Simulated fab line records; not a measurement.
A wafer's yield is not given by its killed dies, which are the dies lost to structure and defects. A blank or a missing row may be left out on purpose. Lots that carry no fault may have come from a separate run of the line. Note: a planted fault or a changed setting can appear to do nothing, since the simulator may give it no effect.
Lot-split experiment ; flow n5-finfet ; 21 wafers read from 7 lots, route of 1938 steps

THE SPLIT
At N5_BEOL_M4_PECVD_72 (deposits SiO2 from TEOS/O2, target thk 16 nm, time 18 s), the setting temp-c was moved away from the recipe's 400 C on 4 of the 21 wafers read, by -3.5% to +3.4%. This setting was run at the recipe's value on the other wafers.

Reading taken at the split's own step.

THE READING
SiO2_of_BEOL_M4_PECVD_72.thk-nm (the simulator's own value, which no gauge read), in nm, at N5_BEOL_M4_PECVD_72 (deposits SiO2 from TEOS/O2, target thk 16 nm, time 18 s). No usual value for it is given in the file. The 17 wafers here that ran the recipe average 15.8 nm, standard deviation 0.27 nm.

wafer;tool, chamber at the split;temp-c as run, C;against the recipe;SiO2_of_BEOL_M4_PECVD_72.thk-nm, nm;against lot-mates on the recipe
L076.3;pecvd-03, 1,0;400;recipe;15.6;-
L076.5;pecvd-03, 1,0;400;recipe;15.6;-
L076.4;pecvd-03, 1;400;recipe;15.8;-
L079.1;pecvd-03, 0;400;recipe;15.4;-
L079.5;pecvd-03, 2;394.1;-1.5%;16.8;+1.4
L079.6;pecvd-03, 0;394.1;-1.5%;16;+0.6
L087.4;pecvd-03, 2;400;recipe;16.2;-
L087.5;pecvd-03, 1;400;recipe;15.6;-
L087.6;pecvd-03, 0;400;recipe;15.4;-
L086.1;pecvd-01, 1;400;recipe;16.2;-
L086.4;pecvd-01, 1;400;recipe;16.2;-
L086.6;pecvd-01, 2;413.5;+3.4%;14.6;-1.6
L088.1;pecvd-02, 0;400;recipe;15.4;-
L088.5;pecvd-02, 2,0;400;recipe;15.6;-
L088.6;pecvd-02, 2,0;400;recipe;15.6;-
L097.1;pecvd-03, 2,1,1;400;recipe;15.8;-
L097.3;pecvd-03, 2,1,1;400;recipe;15.8;-
L097.6;pecvd-03, 2,1,1;400;recipe;15.8;-
L096.1;pecvd-03, 1;385.9;-3.5%;17.2;+1.2
L096.2;pecvd-03, 2,1;400;recipe;16;-
L096.6;pecvd-03, 2,1;400;recipe;16;-
The file does not say which wafer passed through which chamber wherever a row lists several chambers: such a row stands for several wafers.

FIT RESULTS
A straight line over all 21 wafers: SiO2_of_BEOL_M4_PECVD_72.thk-nm changes by -0.384 nm for each +1% of temp-c; r = -0.85; the points scatter about the line by 0.29 nm.
The same after taking each lot's own level away (the mean of its wafers on the recipe; 21 wafers): -0.445 nm for each +1%; r = -0.91; scatter 0.24 nm.
According to that fit, moving temp-c by its largest amount changes the reading by 1.6 nm.
The span of the lots' own levels, 15.40 to 16.20 nm, comes to 3.0 times the standard deviation stated above.
Hence the slope depends on the lot-to-lot level, as the two fits are not the same.
Check: for one of the wafers moved furthest among these (-3.5%), held out of the fit, the line's prediction against its lot-mates is +1.9 nm. Against them it came out at +1.2 nm.

THESE WAFERS: OTHER SPLITS
These wafers also went through other splits before the reading. Each is held against what the fit with the lots' levels taken away leaves over:
other split on the same wafers;wafers away from the commonest value;r with SiO2_of_BEOL_M4_PECVD_72.thk-nm (lot level and that fit taken away)
N5_BEOL_M0_SAQP_SPACER2_ALD_26 target-thk-a;6;-0.17
N5_BEOL_M0_SAQP_COAT_87 temp-c;12;+0.04
N5_BEOL_M0_ETCH_138 source-w;10;+0.17
N5_BEOL_M1_ETCH_70 bias-w;6;+0.14
N5_BEOL_M1_TRENCH_ETCH_37 time-s;7;+0.44
N5_BEOL_M2_ALD_98 ald-cycles;8;-0.32
N5_BEOL_M3_TRENCH_ETCH_37 source-w;8;-0.31
N5_BEOL_M3_ETCH_41 target-depth-a;8;-0.21

FILE'S OWN FIT
SiO2_of_BEOL_M4_PECVD_72.thk-nm changes by -0.427 nm for each +1% of temp-c, r = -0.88.
